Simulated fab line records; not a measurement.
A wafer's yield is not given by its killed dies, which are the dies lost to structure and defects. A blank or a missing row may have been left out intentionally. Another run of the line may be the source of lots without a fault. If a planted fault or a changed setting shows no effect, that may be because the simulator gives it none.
Matching of chambers || flow n5 finfet || N5_BEOL_M0_SAQP_ETCH_88 on rie diel-01 has 4 sister chambers
The step etches underlayer in N2/H2, target depth 6.5 nm, time 5.2 s. 14 wafers are shown with their chamber, then 7 later ones without.

## WAFERS, EACH WITH ITS CHAMBER
{"wafer": "L078.1", "chamber": 2, "drypump motor current A (A)": 6.4, "throttle valve pct (%)": 18.29, "showerhead plenum p Torr (Torr)": 2.64}
{"wafer": "L078.3", "chamber": 0, "drypump motor current A (A)": 6.0, "throttle valve pct (%)": 18.08, "showerhead plenum p Torr (Torr)": 2.62}
{"wafer": "L078.6", "chamber": 3, "drypump motor current A (A)": 4.8, "throttle valve pct (%)": 17.83, "showerhead plenum p Torr (Torr)": 2.62}
{"wafer": "L081.1", "chamber": 3, "drypump motor current A (A)": 4.9, "throttle valve pct (%)": 17.85, "showerhead plenum p Torr (Torr)": 2.61}
{"wafer": "L081.4", "chamber": 2, "drypump motor current A (A)": 6.3, "throttle valve pct (%)": 18.29, "showerhead plenum p Torr (Torr)": 2.64}
{"wafer": "L081.6", "chamber": 1, "drypump motor current A (A)": 5.8, "throttle valve pct (%)": 17.55, "showerhead plenum p Torr (Torr)": 2.71}
{"wafer": "L083.1", "chamber": 2, "drypump motor current A (A)": 6.4, "throttle valve pct (%)": 18.27, "showerhead plenum p Torr (Torr)": 2.64}
{"wafer": "L083.2", "chamber": 0, "drypump motor current A (A)": 6.0, "throttle valve pct (%)": 18.05, "showerhead plenum p Torr (Torr)": 2.62}
{"wafer": "L083.4", "chamber": 3, "drypump motor current A (A)": 4.9, "throttle valve pct (%)": 17.85, "showerhead plenum p Torr (Torr)": 2.61}
{"wafer": "L086.1", "chamber": 1, "drypump motor current A (A)": 5.8, "throttle valve pct (%)": 17.57, "showerhead plenum p Torr (Torr)": 2.70}
{"wafer": "L086.2", "chamber": 2, "drypump motor current A (A)": 6.3, "throttle valve pct (%)": 18.31, "showerhead plenum p Torr (Torr)": 2.64}
{"wafer": "L086.4", "chamber": 1, "drypump motor current A (A)": 5.8, "throttle valve pct (%)": 17.54, "showerhead plenum p Torr (Torr)": 2.70}
{"wafer": "L087.2", "chamber": 0, "drypump motor current A (A)": 6.0, "throttle valve pct (%)": 18.08, "showerhead plenum p Torr (Torr)": 2.61}
{"wafer": "L087.5", "chamber": 1, "drypump motor current A (A)": 5.8, "throttle valve pct (%)": 17.56, "showerhead plenum p Torr (Torr)": 2.70}

SIGNATURES, as means of the wafers listed above
{"reading": "drypump motor current A", "chamber 0": 6.000, "chamber 1": 5.800, "chamber 2": 6.350, "chamber 3": 4.867, "scatter within a chamber": 0.0408}
{"reading": "throttle valve pct", "chamber 0": 18.0700, "chamber 1": 17.5550, "chamber 2": 18.2900, "chamber 3": 17.8433, "scatter within a chamber": 0.0147}
{"reading": "showerhead plenum p Torr", "chamber 0": 2.6167, "chamber 1": 2.7025, "chamber 2": 2.6400, "chamber 3": 2.6133, "scatter within a chamber": 0.00456}
Rule: a wafer's distance from a chamber is the root of the sum, over the readings, of the square of ((its reading less the chamber's mean) divided by the reading's scatter). The wafer belongs to the nearest chamber; if the next one is less than 2 further off, it can't be placed. How the scatter is found: for the shown wafers, subtract from each reading the mean of its chamber, square and add these, divide the total by (wafers less chambers), then take the root.

## WAFERS WHOSE CHAMBER IS MISSING
{"wafer": "L087.6", "drypump motor current A (A)": 6.0, "throttle valve pct (%)": 18.09, "showerhead plenum p Torr (Torr)": 2.61}
{"wafer": "L090.1", "drypump motor current A (A)": 5.8, "throttle valve pct (%)": 17.56, "showerhead plenum p Torr (Torr)": 2.70}
{"wafer": "L090.3", "drypump motor current A (A)": 4.9, "throttle valve pct (%)": 17.43, "showerhead plenum p Torr (Torr)": 2.61}
{"wafer": "L090.6", "drypump motor current A (A)": 6.4, "throttle valve pct (%)": 18.32, "showerhead plenum p Torr (Torr)": 2.63}
{"wafer": "L092.1", "drypump motor current A (A)": 6.4, "throttle valve pct (%)": 18.35, "showerhead plenum p Torr (Torr)": 2.63}
{"wafer": "L092.4", "drypump motor current A (A)": 6.4, "throttle valve pct (%)": 18.33, "showerhead plenum p Torr (Torr)": 2.63}
{"wafer": "L092.6", "drypump motor current A (A)": 5.8, "throttle valve pct (%)": 17.57, "showerhead plenum p Torr (Torr)": 2.70}

## CHAMBER TAKEN BY EACH
{"wafer": "L087.6", "from the rows above": 0, "in truth": 0}
{"wafer": "L090.1", "from the rows above": 1, "in truth": 1}
{"wafer": "L090.3", "from the rows above": 3, "in truth": 3}
{"wafer": "L090.6", "from the rows above": 2, "in truth": 2}
{"wafer": "L092.1", "from the rows above": 2, "in truth": 2}
{"wafer": "L092.4", "from the rows above": 2, "in truth": 2}
{"wafer": "L092.6", "from the rows above": 1, "in truth": 1}
Correct placement for 7 of the 7. From these rows, 0 cannot be placed. 0 placed wrongly.
